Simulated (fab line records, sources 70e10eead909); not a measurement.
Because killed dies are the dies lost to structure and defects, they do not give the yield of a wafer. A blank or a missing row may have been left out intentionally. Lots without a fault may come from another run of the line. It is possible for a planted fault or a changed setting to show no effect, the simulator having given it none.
3 desks, one fault :: flow nand-harc :: each desk holds nothing but its own numbers, with what lay behind them at the end

THE DEFECT DESK
For each lot, the counts of the inspections along the route, averaged over the sampled wafers that have a number. Any lot whose mean is over 4 standard deviations away from the usual mean is out of limits and marked OUT; that distance is given in the brackets.
Columns: A = raw-defect-count at NHARC_P_GATE_INSPECT_28, usual 6.5
lot: L143
first seen here: day 5 08:48
A: 6.7

lot: L146
first seen here: day 6 01:46
A: 4.3

lot: L147
first seen here: day 6 17:43
A: 7.3

lot: L148
first seen here: day 7 04:10
A: 6.0

lot: L150
first seen here: day 7 23:58
A: 6.0

lot: L152
first seen here: day 8 13:29
A: 6.7

lot: L156
first seen here: day 10 12:55
A: 5.3

lot: L157
first seen here: day 11 02:47
A: 5.0

lot: L158
first seen here: day 11 03:16
A: 6.7

lot: L160
first seen here: day 11 22:38
A: 6.7

lot: L162
first seen here: day 12 22:18
A: 4.0

lot: L163
first seen here: day 13 10:16
A: 6.7

lot: L165
first seen here: day 14 11:26
A: 5.0

lot: L166
first seen here: day 14 21:16
A: 10.3
This desk found nothing out of limits on any of the 14 lots.

FROM THE METROLOGY DESK
Means of the sampled wafers that have a number, per lot and without regard to the tool the lot ran on: this is what the gauges read. Any lot whose mean is over 4 standard deviations away from the usual mean is out of limits and marked OUT; that distance is given in the brackets.
Columns: A = cd-nm at NHARC_P_GATE_CD_MEAS_11, usual 1641.8 nm; B = cd-nm at NHARC_P_GATE_CD_MEAS_46, usual 721.1 nm
lot: L143
first seen here: day 4 16:46
A: 1643.7
B: 722.4

lot: L146
first seen here: day 5 10:40
A: 1640.8
B: 719.7

lot: L147
first seen here: day 5 23:47
A: 1641.1
B: 718.9

lot: L148
first seen here: day 6 11:23
A: 1640.3
B: 724.2

lot: L150
first seen here: day 7 08:33
A: 1642.9
B: 720.5

lot: L152
first seen here: day 7 21:25
A: 1637.3
B: 720.3

lot: L156
first seen here: day 9 19:53
A: 1641.4
B: 719.7

lot: L157
first seen here: day 10 11:24
A: 1639.1
B: 719.4

lot: L158
first seen here: day 10 11:33
A: 1641.7
B: 715.5

lot: L160
first seen here: day 11 08:14
A: 1641.7
B: 718.9

lot: L162
first seen here: day 12 05:58
A: 1642.6
B: 722.5

lot: L163
first seen here: day 12 20:01
A: 1644.3
B: 722.2

lot: L165
first seen here: day 13 14:46
A: 1641.7
B: 723.5

lot: L166
first seen here: day 14 07:20
A: 1641.6
B: 720.2
This desk found nothing out of limits on any of the 14 lots.

AT THE TOOL OWNER'S DESK: litho-track-02
The tool's own readings at NHARC_P_GATE_PEB_44 (peb time 85 s): means of the sampled wafers that have a number, for each lot that ran on this tool. Any lot whose mean is over 4 standard deviations away from the usual mean is out of limits and marked OUT; that distance is given in the brackets.
Columns: A = heater-power-total-W at NHARC_P_GATE_PEB_44, usual 163.97 W; B = plate-temp-C at NHARC_P_GATE_PEB_44, usual 118.02 C
lot: L143
first seen here: day 5 20:40
A: 163.90
B: 118.17

lot: L148
first seen here: day 7 15:51
A: 163.80
B: 117.91

lot: L156
first seen here: day 11 00:43
A: 159.46 (-16) OUT
B: 115.47 (-21) OUT

lot: L157
first seen here: day 11 14:33
A: 159.43 (-16) OUT
B: 115.53 (-21) OUT

lot: L158
first seen here: day 11 15:02
A: 159.59 (-16) OUT
B: 115.45 (-21) OUT

lot: L165
first seen here: day 14 23:19
A: 163.72
B: 118.00
This desk's verdict: out of limits on L156, L157, L158, starting with L156 at day 11 00:43 (heater-power-total-W at NHARC_P_GATE_PEB_44). L143, L148, L165 stayed within limits.

ALL TOGETHER
An alarm could have come from the tool owner's desk at day 11 00:43, on L156, L157, L158.
No out-of-limits result turned up at the defect desk.
At the metrology desk, nothing out of limits was observed.
The defect desk has L156, L157, L158 on record, within its limits.
The metrology desk has L156, L157, L158 on record, within its limits.
Of the lots named, all ran NHARC_P_GATE_PEB_44 on litho-track-02.

WHAT WAS PUT IN BY THE SIMULATOR
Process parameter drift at NHARC_P_GATE_PEB_44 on litho-track-02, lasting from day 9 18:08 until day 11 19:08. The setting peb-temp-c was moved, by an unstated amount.
Lots struck among those shown: L156, L157, L158.
Hours from the fault's start to each desk's first reading out of limits: the tool owner's desk, 31.
